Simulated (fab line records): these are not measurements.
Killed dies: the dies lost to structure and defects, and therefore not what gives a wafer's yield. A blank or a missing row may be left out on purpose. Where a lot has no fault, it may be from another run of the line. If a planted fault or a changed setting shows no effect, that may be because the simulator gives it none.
fab line records	flow n5Finfet	part 2 of 2: steps 23 to 29 of 29
record lots=5	wafers=15	lastDay=18
route steps=1938 shown BEOL_M1@763
lots that met no fault: taken from a fault-free run of the same line
startH: start of the lot's first displayed wafer, in hours after the record's first day	waitH: hours since the lot's step before	" as in the row above	L1.1+2: several wafers, shown together as one row	- no value present, or no start provided	* or withheld: withheld	< > ~ a bound
route shown NAME@n: names a module that has steps shown in the file, with the first one's number in the route	usual: mean/standard deviation taken from wafers without a fault	same: alike in all rows	chamber/n: place in a boat	sites: readings site by site	_std_site: the standard deviation of these	_edge_site: the outer-site mean with the inner-site mean subtracted	radiusMm: for every site, how far away it sits from the centre of the wafer	mask NAME#n: copy n	behind: the tool/chamber that last shaped the wafer	hold: cause of the lot's hold/its duration in hours/its outcome	device: the n, p or np transistor that did not switch	end of line: tests of these same wafers at the route's end	a step with no rows: only its recipe	killed: not the wafer's yield, but the dies lost to structure and defects at the first sort	map: the dies of a wafer, with x for killed, . for not killed, _ for no die there
set.NAME: the setting as run; set.NAME@STEP: as run at that earlier step	model.NAME: the simulator's own value behind a step, which no gauge read
a table for each step, a row for each wafer; lots at some steps of the route
services: a tool's chamber out of use, with start hour (startH, from the record's first day; less than 0 if before it), hours out, and reason
## steps
# step N5_BEOL_M1_DEVELOP_27
# recipe developTimeS=30	developer=TMAH	resist=CAR-EUV	rinseLiquid=surfactantRinse	dry=airSpin	devTempC=23
lot.wafer	tool	chamber	startH	waitH
L077.2+3+6	lithoTrack-04	0	-	-
L078.2+4+6	lithoTrack-04	0	-	-
L084.2+3+4	lithoTrack-04	0	-	-
L093.1+4+6	lithoTrack-04	0	-	-
L095.2+4+6	lithoTrack-01	0	-	-
# step N5_BEOL_M1_CD_MEAS_28
# recipe landingEnergyEv=500	detector=seInlens	targetCdYNm=23.3
# usual cdNm=23.99/0.23
lot.wafer	tool	chamber	startH	waitH	cdNm
L077.2	cdSem-03	0	138.62	-	24.16
L077.3	"	0	"	"	24.04
L077.6	"	0	"	"	24.04
L078.2	cdSem-03	0	142.34	-	24.00
L078.4	"	0	"	"	24.09
L078.6	"	0	"	"	24.35
L084.2	cdSem-03	0	186.05	-	23.77
L084.3	"	0	"	"	24.26
L084.4	"	0	"	"	23.93
L093.1	cdSem-01	0	238.58	-	23.97
L093.4	"	0	"	"	24.24
L093.6	"	0	"	"	24.14
L095.2	cdSem-02	0	241.43	-	23.93
L095.4	"	0	"	"	23.76
L095.6	"	0	"	"	24.12
# step N5_BEOL_M1_OVL_MEAS_29
# recipe pointsPerWafer=522
# usual V0_OVL=-0.3/0.61
lot.wafer	tool	chamber	startH	waitH	V0_OVL[nm]
L077.2	overlay-01	0	138.65	0.0	-0.9
L077.3	"	0	"	"	-0.5
L077.6	"	0	"	"	-0.2
L078.2	overlay-01	0	142.40	0.1	0.3
L078.4	"	0	"	"	-0.1
L078.6	"	0	"	"	0.0
L084.2	overlay-01	0	186.08	0.0	0.1
L084.3	"	0	"	"	-0.4
L084.4	"	0	"	"	-0.3
L093.1	overlay-02	0	238.61	0.0	-0.4
L093.4	"	0	"	"	-1.1
L093.6	"	0	"	"	-1.1
L095.2	overlay-02	0	241.46	0.0	-0.2
L095.4	"	0	"	"	-0.9
L095.6	"	0	"	"	0.4
# step N5_BEOL_M1_INSPECT_30
# recipe mode=adi	inspectInstrument=brightfield
# usual rawDefectCount=435/110
lot.wafer	tool	chamber	startH	waitH	rawDefectCount
L077.2	defectInspect-02	-	138.71	0.0	291
L077.3	"	-	"	"	318
L077.6	"	-	"	"	518
L078.2	defectInspect-02	-	142.45	0.0	505
L078.4	"	-	"	"	477
L078.6	"	-	"	"	502
L084.2	defectInspect-02	-	186.13	0.0	414
L084.3	"	-	"	"	420
L084.4	"	-	"	"	385
L093.1	defectInspect-02	-	238.67	0.1	453
L093.4	"	-	"	"	583
L093.6	"	-	"	"	568
L095.2	defectInspect-02	-	241.52	0.0	381
L095.4	"	-	"	"	513
L095.6	"	-	"	"	405
# step N5_BEOL_M1_DESCUM_33
# recipe chemistry=O2	timeS=7	sourcePowerW=50	biasPowerW=20	pressureMtorr=20	rfFrequencyHz=2.712e+07	tempC=40	resist=CAR-EUV	o2FlowSccm=225
# usual drypumpMotorCurrentA=5.6/0.41	oesProductAu=0.77/0.077	rfVppV=243.2/1.2	showerheadPlenumPTorr=2.09/0.059	throttleValvePct=20.40/0.21
lot.wafer	tool	chamber	startH	waitH	drypumpMotorCurrentA	oesProductAu	rfHoursCounterH	rfVppV	showerheadPlenumPTorr	throttleValvePct
L077.2	rieDiel-06	1	138.74	0.0	6.5	0.69	216	242.2	2.07	20.51
L077.3	"	0	"	"	5.2	0.82	99	240.7	2.02	20.59
L077.6	"	0	"	"	5.2	0.81	-	243.1	2.02	20.62
L078.2	rieDiel-06	3	142.49	0.0	5.6	0.72	172	244.6	2.18	20.63
L078.4	"	2	"	"	5.6	0.75	166	243.5	2.17	20.40
L078.6	"	0	"	"	5.2	0.81	-	242.3	2.02	20.60
L084.2	rieDiel-05	0	186.17	0.0	5.2	0.84	84	242.2	2.03	20.07
L084.3	"	3	"	"	5.1	0.68	243	243.4	2.06	20.69
L084.4	"	1	"	"	5.6	0.70	214	243.4	2.15	20.32
L093.1	rieDiel-06	1	238.70	0.0	6.6	0.67	241	242.2	2.06	20.53
L093.4	"	2	"	"	5.6	0.73	191	245.0	2.16	20.43
L093.6	"	0	"	"	5.1	0.79	-	241.4	2.01	20.62
L095.2	rieDiel-05	0	241.55	0.0	5.2	0.82	96	242.7	2.03	20.08
L095.4	"	3	"	"	5.1	0.98	1	242.2	2.06	20.40
L095.6	"	0	"	"	5.2	0.83	-	241.1	2.03	20.09
# step N5_BEOL_M1_ETCH_77
# recipe chemistry=N2/H2	target=underlayer	targetDepthA=65	maskMaterial=CAR-EUV	timeS=5.2	ionEnergyEv=200	pressureMtorr=30	sourceW=840	biasW=150	n2FlowSccm=200	h2FlowSccm=200	ends=cleared
# usual biasW=149.9/0.39	drypumpMotorCurrentA=5.6/0.41	etchRfOnTimeS=5.17/0.15	oesProductAu=0.66/0.063	rfVppV=523.9/2.2	showerheadPlenumPTorr=2.55/0.071	throttleValvePct=17.83/0.26
lot.wafer	tool	chamber	startH	waitH	biasW	drypumpMotorCurrentA	etchRfOnTimeS	oesProductAu	rfHoursCounterH	rfVppV	showerheadPlenumPTorr	throttleValvePct
L077.2	rieDiel-06	1	138.78	0.0	150.1	6.5	5.15	0.58	216	522.2	2.53	18.08
L077.3	"	0	"	"	149.9	5.1	5.20	0.68	99	522.8	2.47	18.06
L077.6	"	0	"	"	149.7	5.2	5.17	0.68	-	520.5	2.47	18.08
L078.2	rieDiel-06	3	142.52	0.0	150.2	5.6	5.39	0.62	172	526.1	2.64	17.93
L078.4	"	2	"	"	150.3	5.6	5.20	0.65	166	525.4	2.64	17.94
L078.6	"	0	"	"	149.8	5.2	5.26	0.68	-	523.1	2.47	18.05
L084.2	rieDiel-05	0	186.20	0.0	150.1	5.2	5.15	0.71	84	520.5	2.45	17.28
L084.3	"	3	"	"	150.0	5.1	5.35	0.57	243	520.8	2.49	18.13
L084.4	"	1	"	"	149.6	5.6	4.98	0.62	214	526.2	2.63	17.83
L093.1	rieDiel-06	1	238.74	0.0	150.0	6.6	5.21	0.58	241	522.4	2.52	18.13
L093.4	"	2	"	"	149.4	5.7	5.25	0.63	191	524.8	2.63	17.99
L093.6	"	0	"	"	149.7	5.2	5.18	0.68	-	520.3	2.46	18.13
L095.2	rieDiel-05	0	241.59	0.0	150.6	5.3	5.09	0.71	96	522.6	2.44	17.33
L095.4	"	3	"	"	150.1	5.1	5.15	0.86	1	525.1	2.49	17.76
L095.6	"	0	"	"	149.0	5.2	5.04	0.71	-	519.5	2.44	17.30
# step N5_BEOL_M1_ETCH_69
# recipe chemistry=CF4	target=SiARC	targetDepthA=156	maskMaterial=CAR-EUV	timeS=26	ionEnergyEv=80	pressureMtorr=40	sourceW=545	biasW=36	Ar_flow_sccm=100	cf4FlowSccm=100	ends=cleared
# usual biasW=35.99/0.098	drypumpMotorCurrentA=5.6/0.41	etchRfOnTimeS=25.9/0.73	oesProductAu=0.67/0.064	rfVppV=184.1/1.1	showerheadPlenumPTorr=2.15/0.055	throttleValvePct=15.61/0.24
lot.wafer	tool	chamber	startH	waitH	biasW	drypumpMotorCurrentA	etchRfOnTimeS	oesProductAu	rfHoursCounterH	rfVppV	showerheadPlenumPTorr	throttleValvePct
L077.2	rieDiel-06	1	138.79	0.0	35.95	6.5	25.5	0.60	216	184.2	2.12	15.70
L077.3	"	0	"	"	35.89	5.2	25.9	0.69	99	184.2	2.08	15.80
L077.6	"	0	"	"	35.86	5.1	25.8	0.68	-	182.7	2.08	15.81
L078.2	rieDiel-06	3	142.54	0.0	35.94	5.7	26.8	0.63	172	184.6	2.22	15.75
L078.4	"	2	"	"	35.91	5.6	25.9	0.64	166	183.9	2.23	15.64
L078.6	"	0	"	"	36.08	5.1	26.0	0.69	-	184.6	2.08	15.78
L084.2	rieDiel-05	0	186.22	0.0	36.11	5.2	25.4	0.72	84	182.0	2.09	15.32
L084.3	"	3	"	"	36.04	5.1	27.0	0.57	243	183.3	2.13	16.01
L084.4	"	1	"	"	36.08	5.6	25.1	0.62	214	184.0	2.20	15.62
L093.1	rieDiel-06	1	238.76	0.0	36.09	6.5	26.2	0.57	241	183.4	2.11	15.75
L093.4	"	2	"	"	36.05	5.6	26.0	0.63	191	185.1	2.22	15.68
L093.6	"	0	"	"	36.00	5.2	26.1	0.67	-	183.2	2.08	15.84
L095.2	rieDiel-05	0	241.60	0.0	36.12	5.3	25.3	0.71	96	184.3	2.08	15.34
L095.4	"	3	"	"	35.92	5.0	25.8	0.85	1	183.3	2.13	15.56
L095.6	"	0	"	"	36.02	5.2	25.2	0.71	-	182.9	2.08	15.32
## services
tool	chamber	startH	hours	kind
euvScanner-02	-	131.37	1.0	pm
rieDiel-02	-	134.86	0.7	repair
rieMetal-03	1	139.92	7.6	repair
rieMetal-03	0	143.97	12.3	repair
euvScanner-01	-	146.62	1.0	pm
rieDiel-02	3	147.66	-	clean
rieDiel-02	3	147.66	-	consumableReplace:focusRing
rieDiel-02	3	147.66	33.6	scheduledDown
rieDiel-02	3	147.66	33.6	ventCycle
euvScanner-02	-	147.81	3.5	repair
euvScanner-02	-	187.52	1.0	pm
euvScanner-02	-	190.04	4.6	pm
euvScanner-02	-	196.55	0.1	repair
euvScanner-02	0	199.54	-	calibration
euvScanner-01	-	202.77	1.0	pm
euvScanner-01	-	203.78	12.0	pm
rieDiel-02	3	205.74	6.4	repair
rieDiel-02	0	207.35	34.2	repair
euvScanner-01	-	219.59	4.6	pm
rieDiel-05	3	225.33	-	clean
rieDiel-05	3	225.33	-	consumableReplace:focusRing
rieDiel-05	3	225.33	13.3	scheduledDown
rieDiel-05	3	225.33	13.3	ventCycle
rieMetal-03	1	239.35	-	clean
